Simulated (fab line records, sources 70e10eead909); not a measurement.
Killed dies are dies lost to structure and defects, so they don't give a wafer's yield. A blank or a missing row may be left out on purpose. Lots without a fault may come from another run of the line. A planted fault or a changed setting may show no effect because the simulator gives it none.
Problem report in the 8D (eight disciplines) form, filled by code | flow nand_harc | the parts of the form that need people (team, actions taken, sign-off) are left out

1. THE PROBLEM
oes_product_au at NHARC_A_SLIT_ETCH_15 reads a mean of 0.831 a.u. on 1 wafer of 1 lot; wafers without a fault read 1.002 a.u. with a standard deviation of 0.0071. That is -24 standard deviations from the usual mean.
The step: etches the open film in O2/COS, target depth 3200 nm, time 832 s.
First seen on wafer L718.2, day 16 17:38, on rie_diel-05. The record holds 39 wafers of 13 lots with a number at this step. Rule for "out", or "out of limits": more than 4 standard deviations from the usual mean. The other wafers with a number count as sound.

2. WHAT IT IS AND WHAT IT IS NOT
question                    | is                | is not
which readings at this step | oes_product_au    | chamber_pressure_mTorr, drypump_motor_current_A, rf_fwd_power_W, rf_vpp_V, showerhead_plenum_p_Torr, throttle_valve_pct
which lots                  | L718              | L709, L710, L712, L713, L714, L715, L724, L726, L727, L728, L730, L731
which wafers of those lots  | L718.2            | L718.1, L718.5
read on which tools         | rie_diel-05       | rie_diel-08, rie_diel-13
when                        | from day 16 17:38 | up to then (20 sound wafers); but 18 sound wafers of L724, L726, L727, L728, L730, L731 came after

3. SUSPECTS, AND WHAT RULES EACH OUT
Counting: a tool at a process step up to the reading stays a suspect if it ran every lot that is out. Sound lots after the first of them don't rule it out here, since some wafers of a struck lot are sound.
- rie_diel-01 at NHARC_A_SGD_CUT_ETCH_16 (etches the open film in C4F8/O2/Ar, target depth 310.5 nm, time 155.2 s): kept. It ran the lot that is out, L718 (day 16 17:38); its last sound lot up to then is L714 (day 14 23:33). NHARC_A_SGD_CUT_ETCH_16 gives no start for some lots, so the hours and the order of its lots are those of NHARC_A_SLIT_ETCH_15.
- rie_diel-05 at NHARC_A_SLIT_ETCH_15 (etches the open film in O2/COS, target depth 3200 nm, time 832 s): kept. It ran the lot that is out, L718 (day 16 17:38); its last sound lot up to then is L714 (day 14 23:33). Its own readings are out on those wafers: oes_product_au.
- Within rie_diel-05 at NHARC_A_SLIT_ETCH_15: the wafers that are out ran in chamber 0; their sound lot-mates ran in chambers 1, 2.
Left after counting: rie_diel-01 at NHARC_A_SGD_CUT_ETCH_16, rie_diel-05 at NHARC_A_SLIT_ETCH_15.

4. THE CAUSE (what the simulator had put in)
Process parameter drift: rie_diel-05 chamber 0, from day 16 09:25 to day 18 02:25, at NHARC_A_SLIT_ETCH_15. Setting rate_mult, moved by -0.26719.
Counting left 2 suspects, and this tool is among them.

5. THE CHAIN OF EFFECTS, in route order
Each row: a reading whose mean over the struck wafers that have a number lies more than 3 standard deviations from the usual. Only readings for which the record gives a usual standard deviation are gone through. hours: the time from each lot's start at the first step in this table that gives one to its start at this step, as a median over the lots. sigmas: the change in usual standard deviations.
hours | step                 | reading        | usual      | on struck wafers | change | sigmas
0     | NHARC_A_SLIT_ETCH_15 | oes_product_au | 1.002 a.u. | 0.831            | -0.171 | -24
The process steps in it:
- NHARC_A_SLIT_ETCH_15: etches the open film in O2/COS, target depth 3200 nm, time 832 s.

6. WHAT WOULD HAVE CAUGHT IT SOONER
In this record the first reading out of limits was taken at day 16 17:38, 8 hours after the fault began at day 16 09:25.
